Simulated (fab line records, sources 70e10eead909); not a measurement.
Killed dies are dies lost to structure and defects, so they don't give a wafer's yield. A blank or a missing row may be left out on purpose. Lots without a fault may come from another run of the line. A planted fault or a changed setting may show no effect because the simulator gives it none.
A struck lot beside a sound one | flow nand_harc | 14 steps out of a route of 1302
Sound: wafers L511.3, L511.5, L511.6. Struck: wafers L524.1, L524.2, L524.4. The cause comes at the end.
At each step with rows: each side's tool, then ch and its chambers, then its first start. Under that, the readings that differ: sound wafers | struck wafers | difference of the means | sigmas: that difference in standard deviations of wafers without a fault.
alike: readings whose means differ by less than 2 such deviations, and words and numbers that are the same on both sides. not compared: withheld readings, readings that some wafer has no value for, bounds like >300 that may hide the same value, and numbers for which the record gives no deviation and whose values overlap.
The two part at a step that has a row with sigmas, a row that says differs or no value, or rows on one side only. Numbers that don't overlap but have no deviation are shown without sigmas and don't part them. A reading that every wafer of one side lacks parts them only if that side has two wafers or more.

first, 3 steps without rows for these wafers: NHARC_A_STAIRCASE_TRIM_187 (chemistry O2, time 211.2 s); NHARC_A_STAIRCASE_ETCH_188 (etches the open film in C4F8/O2, target depth 100 nm, time 40.5 s); NHARC_A_STAIRCASE_TRIM_189 (chemistry O2, time 211.2 s).
NHARC_A_STAIRCASE_ETCH_190: etches the open film in C4F8/O2, target depth 100 nm, time 40.5 s.
  sound on rie_diel-05 ch 0,1; struck on rie_diel-04 ch 0,2,3
  alike: oes_product_au, rf_vpp_V, run_length_s
  not compared: rf_hours_counter_h
then, 1 step without rows for these wafers: NHARC_A_STAIRCASE_TRIM_191 (chemistry O2, time 211.2 s).
NHARC_A_STAIRCASE_ETCH_192: etches the open film in C4F8/O2, target depth 100 nm, time 40.5 s.
  sound on rie_diel-05 ch 0,2,3; struck on rie_diel-04 ch 0,1,3
  alike: oes_product_au, rf_vpp_V, run_length_s
  not compared: rf_hours_counter_h
NHARC_A_STAIRCASE_TRIM_193: chemistry O2, time 211.2 s.
  sound on rie_diel-05 ch 0,1,2; struck on rie_diel-04 ch 0,2,3
  alike: drypump_motor_current_A, oes_product_au, rf_vpp_V, showerhead_plenum_p_Torr, throttle_valve_pct
  not compared: rf_hours_counter_h
NHARC_A_STAIRCASE_ETCH_194: etches the open film in C4F8/O2, target depth 100 nm, time 40.5 s.
  sound on rie_diel-05 ch 1,2; struck on rie_diel-04 ch 0,1,3
  alike: oes_product_au, rf_vpp_V, run_length_s
  not compared: rf_hours_counter_h
then, 2 steps without rows for these wafers: NHARC_A_STAIRCASE_TRIM_196 (chemistry O2, time 211.2 s); NHARC_A_STAIRCASE_ETCH_197 (etches the open film in C4F8/O2, target depth 100 nm, time 40.5 s).
NHARC_A_STAIRCASE_TRIM_198: chemistry O2, time 211.2 s.
  sound on rie_diel-05 ch 1,2; struck on rie_diel-05 ch 0,1,2
  alike: drypump_motor_current_A, oes_product_au, rf_vpp_V, showerhead_plenum_p_Torr, throttle_valve_pct
  not compared: rf_hours_counter_h
NHARC_A_STAIRCASE_ETCH_199: etches the open film in C4F8/O2, target depth 100 nm, time 40.5 s.
  sound on rie_diel-05 ch 0,1, day 16 06:48; struck on rie_diel-05 ch 0,1,3, day 21 16:53
  reading          | sound          | struck         | difference | sigmas
  run_length_s (s) | 61.7 62.1 61.2 | 50.7 51.2 51.6 | -10.5      | -27
  alike: oes_product_au, rf_vpp_V
  not compared: rf_hours_counter_h
then, 1 step without rows for these wafers: NHARC_A_STAIRCASE_TRIM_200 (chemistry O2, time 211.2 s).
-- the record jumps here: 9 days lie between the struck wafers' starts before and after (it left off in module A_STAIRCASE and takes up again in module END, whose first step shown is number 1302 of the route) --
NHARC_END_SORT_01:
  the record has rows for the struck wafers here (prober-02 ch 0, day 30 11:01) and none for the sound ones

WHERE THEY PART
First at NHARC_A_STAIRCASE_ETCH_199; last, within this record, at NHARC_END_SORT_01.

WHY: what the simulator had put in
Process parameter drift: rie_diel-05, from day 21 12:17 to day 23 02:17, at NHARC_A_STAIRCASE_ETCH_199. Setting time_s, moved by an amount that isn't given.
